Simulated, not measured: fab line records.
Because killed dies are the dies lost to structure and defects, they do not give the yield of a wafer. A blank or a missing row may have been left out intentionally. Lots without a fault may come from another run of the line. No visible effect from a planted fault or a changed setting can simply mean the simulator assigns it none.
Matching of chambers :: flow n5Finfet :: N5_BEOL_M4_DESCUM_16 on rieDiel-03: 4 sister chambers
The step chemistry O2, time 7 s. 22 wafers are shown with their chamber, then 11 later ones without.

== WAFERS PAIRED WITH THEIR CHAMBERS ==
wafer: L075.1
chamber: 1
drypumpMotorCurrentA (A): 5.5
throttleValvePct (%): 20.48
showerheadPlenumPTorr (Torr): 2.17

wafer: L075.3
chamber: 0
drypumpMotorCurrentA (A): 5.2
throttleValvePct (%): 20.09
showerheadPlenumPTorr (Torr): 2.12

wafer: L075.4
chamber: 2
drypumpMotorCurrentA (A): 5.0
throttleValvePct (%): 20.73
showerheadPlenumPTorr (Torr): 2.14

wafer: L079.1
chamber: 0
drypumpMotorCurrentA (A): 5.2
throttleValvePct (%): 20.08
showerheadPlenumPTorr (Torr): 2.12

wafer: L079.3
chamber: 2
drypumpMotorCurrentA (A): 5.0
throttleValvePct (%): 20.75
showerheadPlenumPTorr (Torr): 2.14

wafer: L079.4
chamber: 1
drypumpMotorCurrentA (A): 5.5
throttleValvePct (%): 20.49
showerheadPlenumPTorr (Torr): 2.17

wafer: L081.1
chamber: 0
drypumpMotorCurrentA (A): 5.2
throttleValvePct (%): 20.10
showerheadPlenumPTorr (Torr): 2.11

wafer: L081.4
chamber: 3
drypumpMotorCurrentA (A): 5.9
throttleValvePct (%): 20.61
showerheadPlenumPTorr (Torr): 2.04

wafer: L081.5
chamber: 0
drypumpMotorCurrentA (A): 5.2
throttleValvePct (%): 20.10
showerheadPlenumPTorr (Torr): 2.11

wafer: L085.3
chamber: 3
drypumpMotorCurrentA (A): 6.0
throttleValvePct (%): 20.61
showerheadPlenumPTorr (Torr): 2.04

wafer: L085.5
chamber: 0
drypumpMotorCurrentA (A): 5.2
throttleValvePct (%): 20.10
showerheadPlenumPTorr (Torr): 2.11

wafer: L085.6
chamber: 3
drypumpMotorCurrentA (A): 6.0
throttleValvePct (%): 20.60
showerheadPlenumPTorr (Torr): 2.03

wafer: L086.1
chamber: 1
drypumpMotorCurrentA (A): 5.5
throttleValvePct (%): 20.51
showerheadPlenumPTorr (Torr): 2.16

wafer: L086.3
chamber: 3
drypumpMotorCurrentA (A): 5.9
throttleValvePct (%): 20.62
showerheadPlenumPTorr (Torr): 2.03

wafer: L086.4
chamber: 0
drypumpMotorCurrentA (A): 5.2
throttleValvePct (%): 20.14
showerheadPlenumPTorr (Torr): 2.11

wafer: L087.2
chamber: 3
drypumpMotorCurrentA (A): 5.9
throttleValvePct (%): 20.61
showerheadPlenumPTorr (Torr): 2.03

wafer: L087.3
chamber: 0
drypumpMotorCurrentA (A): 5.2
throttleValvePct (%): 20.11
showerheadPlenumPTorr (Torr): 2.11

wafer: L087.5
chamber: 0
drypumpMotorCurrentA (A): 5.2
throttleValvePct (%): 20.12
showerheadPlenumPTorr (Torr): 2.11

wafer: L088.1
chamber: 0
drypumpMotorCurrentA (A): 5.2
throttleValvePct (%): 20.12
showerheadPlenumPTorr (Torr): 2.11

wafer: L088.2
chamber: 2
drypumpMotorCurrentA (A): 5.0
throttleValvePct (%): 20.79
showerheadPlenumPTorr (Torr): 2.13

wafer: L088.3
chamber: 1
drypumpMotorCurrentA (A): 5.5
throttleValvePct (%): 20.53
showerheadPlenumPTorr (Torr): 2.16

wafer: L088.4
chamber: 3
drypumpMotorCurrentA (A): 6.0
throttleValvePct (%): 20.62
showerheadPlenumPTorr (Torr): 2.03

SIGNATURES (means of the wafers above)
reading: drypumpMotorCurrentA
chamber 0: 5.200
chamber 1: 5.500
chamber 2: 5.000
chamber 3: 5.950
scatter within a chamber: 0.0289

reading: throttleValvePct
chamber 0: 20.1067
chamber 1: 20.5025
chamber 2: 20.7567
chamber 3: 20.6117
scatter within a chamber: 0.0186

reading: showerheadPlenumPTorr
chamber 0: 2.1122
chamber 1: 2.1650
chamber 2: 2.1367
chamber 3: 2.0333
scatter within a chamber: 0.00503
Rule: for each reading, subtract the chamber's mean from the wafer's reading, divide by that reading's scatter and square the result; add these up over the readings and take the root, which gives the wafer's distance from the chamber. The wafer belongs to the nearest chamber; if the next one is less than 2 further off, it can't be placed. The scatter: take each reading less its chamber's mean, square it, sum over the shown wafers, divide by the number of wafers less the number of chambers, and take the root.

== WAFERS WITHOUT THEIR CHAMBER ==
wafer: L088.5
drypumpMotorCurrentA (A): 5.5
throttleValvePct (%): 20.53
showerheadPlenumPTorr (Torr): 2.16

wafer: L088.6
drypumpMotorCurrentA (A): 5.0
throttleValvePct (%): 20.81
showerheadPlenumPTorr (Torr): 2.13

wafer: L091.3
drypumpMotorCurrentA (A): 5.0
throttleValvePct (%): 20.78
showerheadPlenumPTorr (Torr): 2.13

wafer: L091.4
drypumpMotorCurrentA (A): 5.5
throttleValvePct (%): 20.53
showerheadPlenumPTorr (Torr): 2.16

wafer: L091.6
drypumpMotorCurrentA (A): 5.2
throttleValvePct (%): 20.14
showerheadPlenumPTorr (Torr): 2.11

wafer: L093.3
drypumpMotorCurrentA (A): 6.0
throttleValvePct (%): 20.64
showerheadPlenumPTorr (Torr): 2.03

wafer: L093.4
drypumpMotorCurrentA (A): 5.2
throttleValvePct (%): 20.15
showerheadPlenumPTorr (Torr): 2.10

wafer: L093.6
drypumpMotorCurrentA (A): 5.2
throttleValvePct (%): 20.13
showerheadPlenumPTorr (Torr): 2.10

wafer: L096.1
drypumpMotorCurrentA (A): 5.5
throttleValvePct (%): 20.57
showerheadPlenumPTorr (Torr): 2.15

wafer: L096.5
drypumpMotorCurrentA (A): 5.0
throttleValvePct (%): 20.82
showerheadPlenumPTorr (Torr): 2.12

wafer: L096.6
drypumpMotorCurrentA (A): 5.5
throttleValvePct (%): 20.53
showerheadPlenumPTorr (Torr): 2.15

== WHICH CHAMBER EACH ONE RAN IN ==
wafer: L088.5
from the rows above: 1
in truth: 1

wafer: L088.6
from the rows above: 2
in truth: 2

wafer: L091.3
from the rows above: 2
in truth: 2

wafer: L091.4
from the rows above: 1
in truth: 1

wafer: L091.6
from the rows above: 0
in truth: 0

wafer: L093.3
from the rows above: 3
in truth: 3

wafer: L093.4
from the rows above: 0
in truth: 0

wafer: L093.6
from the rows above: 0
in truth: 0

wafer: L096.1
from the rows above: 1
in truth: 1

wafer: L096.5
from the rows above: 2
in truth: 2

wafer: L096.6
from the rows above: 1
in truth: 1
Correctly placed: 11 of 11. Not placeable from these rows: 0. 0 placed wrongly.
